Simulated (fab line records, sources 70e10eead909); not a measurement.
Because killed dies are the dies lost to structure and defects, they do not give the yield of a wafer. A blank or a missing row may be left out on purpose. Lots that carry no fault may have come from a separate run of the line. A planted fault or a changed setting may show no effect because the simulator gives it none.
Which tool was responsible? + flow nand_harc + Sampling: 14 lots, 42 wafers, 4 of 1159 route steps

WHAT THE GAUGES SHOWED, per wafer
NHARC_P_M0_CD_MEAS_09: target cd 90 nm. Usual: cd_nm reads 89.6 nm (standard deviation 0.59).
| lot  | measured     | on        | cd_nm (nm)     | flag |
|------|--------------|-----------|----------------|------|
| L917 | day 5 21:32  | cd_sem-02 | 89.8 89.9 89.3 |      |
| L918 | day 6 04:09  | cd_sem-01 | 89.4 90.6 90.0 |      |
| L919 | day 6 11:19  | cd_sem-01 | 89.7 89.9 89.4 |      |
| L920 | day 6 11:41  | cd_sem-01 | 89.6 90.6 90.4 |      |
| L922 | day 7 07:08  | cd_sem-01 | 89.9 90.2 90.5 |      |
| L924 | day 7 18:33  | cd_sem-02 | 89.0 88.6 88.9 |      |
| L925 | day 7 19:26  | cd_sem-03 | 89.5 89.2 89.6 |      |
| L927 | day 8 12:16  | cd_sem-01 | 90.4 89.2 88.8 |      |
| L928 | day 9 02:31  | cd_sem-03 | 45.8 45.8 44.7 | OFF  |
| L929 | day 9 03:37  | cd_sem-02 | 89.6 89.0 90.4 |      |
| L933 | day 10 00:54 | cd_sem-03 | 56.5 55.7 56.0 | OFF  |
| L935 | day 10 09:45 | cd_sem-01 | 89.6 89.4 90.4 |      |
| L936 | day 10 19:52 | cd_sem-01 | 90.4 89.7 89.9 |      |
| L938 | day 11 10:45 | cd_sem-03 | 90.2 89.7 89.7 |      |

NHARC_P_M0_OVL_MEAS_10: pitch 180 nm. Usual: overlay_x_nm 0.0 nm, standard deviation 0.88; overlay_y_nm 0.1 nm, standard deviation 0.87.
| lot  | measured     | on         | overlay_x_nm (nm) | overlay_y_nm (nm) | flag |
|------|--------------|------------|-------------------|-------------------|------|
| L917 | day 5 21:38  | overlay-02 | -0.3 -0.7 -0.5    | 0.6 0.6 0.5       |      |
| L918 | day 6 04:14  | overlay-01 | -0.3 -0.9 -1.2    | 0.6 0.7 0.8       |      |
| L919 | day 6 11:23  | overlay-02 | 1.0 0.9 0.9       | 0.0 -0.1 0.0      |      |
| L920 | day 6 11:47  | overlay-02 | -0.6 -0.7 -0.8    | -0.1 0.4 0.8      |      |
| L922 | day 7 07:14  | overlay-02 | 0.7 0.3 0.3       | 0.0 0.3 -0.6      |      |
| L924 | day 7 18:38  | overlay-02 | 0.0 -0.7 -0.5     | 0.1 0.8 0.6       |      |
| L925 | day 7 19:32  | overlay-02 | 1.5 1.7 1.6       | -0.3 -0.2 -0.1    |      |
| L927 | day 8 12:22  | overlay-01 | -1.4 -1.1 -0.7    | 0.4 0.1 0.1       |      |
| L928 | day 9 02:36  | overlay-01 | 0.3 0.1 0.8       | -0.2 0.4 -0.1     |      |
| L929 | day 9 03:43  | overlay-01 | -0.2 0.1 -0.3     | -0.6 -1.4 0.0     |      |
| L933 | day 10 00:59 | overlay-02 | 0.8 0.3 0.3       | 1.1 0.5 0.3       |      |
| L935 | day 10 09:50 | overlay-02 | -0.4 0.1 -0.5     | 0.6 0.7 0.1       |      |
| L936 | day 10 19:58 | overlay-02 | 0.5 -0.2 0.2      | 0.9 0.8 1.3       |      |
| L938 | day 11 10:50 | overlay-01 | -1.4 -1.5 -0.9    | -1.0 -0.7 -0.4    |      |

NHARC_P_M0_INSPECT_11. Usual: raw_defect_count reads 4.3 (standard deviation 2.4).
| lot  | measured     | on                | raw_defect_count | flag |
|------|--------------|-------------------|------------------|------|
| L917 | day 5 21:40  | defect_inspect-01 | 4 1 4            |      |
| L918 | day 6 04:17  | defect_inspect-01 | 5 3 8            |      |
| L919 | day 6 11:26  | defect_inspect-01 | 2 3 3            |      |
| L920 | day 6 11:49  | defect_inspect-02 | 0 0 1            |      |
| L922 | day 7 07:16  | defect_inspect-02 | 5 2 4            |      |
| L924 | day 7 18:40  | defect_inspect-01 | 6 5 6            |      |
| L925 | day 7 19:34  | defect_inspect-02 | 2 6 4            |      |
| L927 | day 8 12:23  | defect_inspect-02 | 9 5 5            |      |
| L928 | day 9 02:38  | defect_inspect-02 | 4 6 2            |      |
| L929 | day 9 03:45  | defect_inspect-02 | 1 7 6            |      |
| L933 | day 10 01:01 | defect_inspect-01 | 4 6 2            |      |
| L935 | day 10 09:52 | defect_inspect-01 | 4 3 6            |      |
| L936 | day 10 20:00 | defect_inspect-02 | 3 5 3            |      |
| L938 | day 11 10:52 | defect_inspect-02 | 3 2 7            |      |

EACH LOT AND THE TOOL THAT RAN IT (in order: tool; ch and the chambers of the sampled wafers; start)
| lot  | NHARC_P_M0_EXPOSE_06               |
|------|------------------------------------|
| L917 | arfi_scanner-02 ch 0, day 5 21:24  |
| L918 | arfi_scanner-02 ch 0, day 6 04:01  |
| L919 | arfi_scanner-03 ch 0, day 6 11:10  |
| L920 | arfi_scanner-01 ch 0, day 6 11:33  |
| L922 | arfi_scanner-02 ch 0, day 7 07:00  |
| L924 | arfi_scanner-02 ch 0, day 7 18:25  |
| L925 | arfi_scanner-02 ch 0, day 7 19:18  |
| L927 | arfi_scanner-02 ch 0, day 8 12:08  |
| L928 | arfi_scanner-02 ch 0, day 9 02:23  |
| L929 | arfi_scanner-03 ch 0, day 9 03:29  |
| L933 | arfi_scanner-02 ch 0, day 10 00:46 |
| L935 | arfi_scanner-01 ch 0, day 10 09:37 |
| L936 | arfi_scanner-01 ch 0, day 10 19:44 |
| L938 | arfi_scanner-01 ch 0, day 11 10:37 |
- NHARC_P_M0_EXPOSE_06: exposes mask P M0, target cd 90 nm.

AS READ BY THE TOOLS THEMSELVES (means over the sampled wafers that have a number; for cases with no such wafer, the mark the record gives instead)
NHARC_P_M0_EXPOSE_06. Usual: exposure_dose_mJ_cm2 81.21, standard deviation 0.085; focus_offset_nm 0.1 nm, standard deviation 0.51.
| lot  | tool            | exposure_dose_mJ_cm2 | focus_offset_nm (nm) | flag |
|------|-----------------|----------------------|----------------------|------|
| L917 | arfi_scanner-02 | 81.22                | -0.0                 |      |
| L918 | arfi_scanner-02 | 81.16                | -0.3                 |      |
| L919 | arfi_scanner-03 | 81.17                | 0.1                  |      |
| L920 | arfi_scanner-01 | 81.15                | 0.3                  |      |
| L922 | arfi_scanner-02 | 81.27                | -0.6                 |      |
| L924 | arfi_scanner-02 | 81.23                | 0.1                  |      |
| L925 | arfi_scanner-02 | 81.26                | 0.3                  |      |
| L927 | arfi_scanner-02 | 81.27                | 0.4                  |      |
| L928 | arfi_scanner-02 | 39.60                | -0.3                 | OFF  |
| L929 | arfi_scanner-03 | 81.25                | 0.0                  |      |
| L933 | arfi_scanner-02 | 47.80                | -0.0                 | OFF  |
| L935 | arfi_scanner-01 | 81.16                | 0.0                  |      |
| L936 | arfi_scanner-01 | 81.10                | -0.6                 |      |
| L938 | arfi_scanner-01 | 81.12                | 0.2                  |      |

THE ANSWER, worked out from the rows above alone
Rule: a lot counts as off when the mean over its wafers that have a number is more than 3 standard deviations away from the usual mean. Also off: a lot with no number at a reading for which 4 or more lots have one. Where the step has rows for the other lots, those lots are counted as sound. Order of review: gauges by route order, followed by the tools' own readings, for which a lot's mean as printed above is used. The first step at which some lot is off is used, and at that step the reading that is off furthest; a lot without a number counts as furthest.
Off: L928, L933, at NHARC_P_M0_CD_MEAS_09 (cd_nm).
If a tool, at a process step before that reading, ran all the lots that are off and no sound lot after the first of them, it fits. The gauges at NHARC_P_M0_CD_MEAS_09 aren't tried: what is off there is off at NHARC_P_M0_EXPOSE_06 too, on other tools, and a gauge's error can't cause that. One fits: arfi_scanner-02 at NHARC_P_M0_EXPOSE_06. A fault onset in the window from L927 (day 8 12:08, its last sound lot) to L928 (day 9 02:23, its first lot off) fits.
The tool's own readings at NHARC_P_M0_EXPOSE_06 bear it out: on the lots that are off they differ by more than 5 times the standard deviation of the sound lots' means. exposure_dose_mJ_cm2 reads 43.70 there against 81.20 on the sound lots.

WHAT THE SIMULATOR PUT IN
Drift in process parameters on arfi_scanner-02 at NHARC_P_M0_EXPOSE_06, starting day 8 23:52. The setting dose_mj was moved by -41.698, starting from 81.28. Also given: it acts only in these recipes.
Struck lots among those shown: L928, L933. The rule given above showed the same thing.
